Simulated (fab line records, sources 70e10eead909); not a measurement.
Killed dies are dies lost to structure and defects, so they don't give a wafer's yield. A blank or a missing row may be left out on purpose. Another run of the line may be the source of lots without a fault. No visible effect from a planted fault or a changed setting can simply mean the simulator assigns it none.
Matching of chambers -- flow nandHarc -- NHARC_P_GATE_DEP_103 on pecvd-03: 3 sister chambers
The step deposits SiON, target thk 30 nm. 14 wafers are shown with their chamber, then 7 later ones without.

WAFERS, EACH WITH ITS CHAMBER
wafer,chamber,heaterPowerW (W)
L982.1,0,681
L982.3,1,715
L982.5,2,718
L984.2,2,720
L984.3,1,684
L984.6,2,727
L988.1,2,778
L988.4,2,766
L988.6,1,752
L990.1,0,597
L990.2,1,806
L990.3,2,715
L991.3,2,788
L991.4,1,710

SIGNATURES (means of the wafers above)
reading,chamber 0,chamber 1,chamber 2,scatter within a chamber
heaterPowerW,639.00,733.40,744.57,40.9
Rule: a wafer's distance from a chamber is the root of the sum, over the readings, of the square of ((its reading less the chamber's mean) divided by the reading's scatter). The wafer belongs to the nearest chamber; if the next one is less than 2 further off, it can't be placed. The scatter: take each reading less its chamber's mean, square it, sum over the shown wafers, divide by the number of wafers less the number of chambers, and take the root.

WAFERS WITHOUT THEIR CHAMBER
wafer,heaterPowerW (W)
L991.5,802
L994.3,829
L994.5,809
L994.6,657
L103.2,777
L103.3,593
L103.5,800

EACH ONE'S CHAMBER
wafer,from the rows above,in truth
L991.5,can't be placed: 2 or 1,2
L994.3,can't be placed: 2 or 1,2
L994.5,can't be placed: 2 or 1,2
L994.6,can't be placed: 0 or 1 or 2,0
L103.2,can't be placed: 2 or 1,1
L103.3,0,0
L103.5,can't be placed: 2 or 1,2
1 of 7 placed correctly. Not placeable from these rows: 6 (in 6, the candidates include the true chamber). Number placed wrongly: 0.
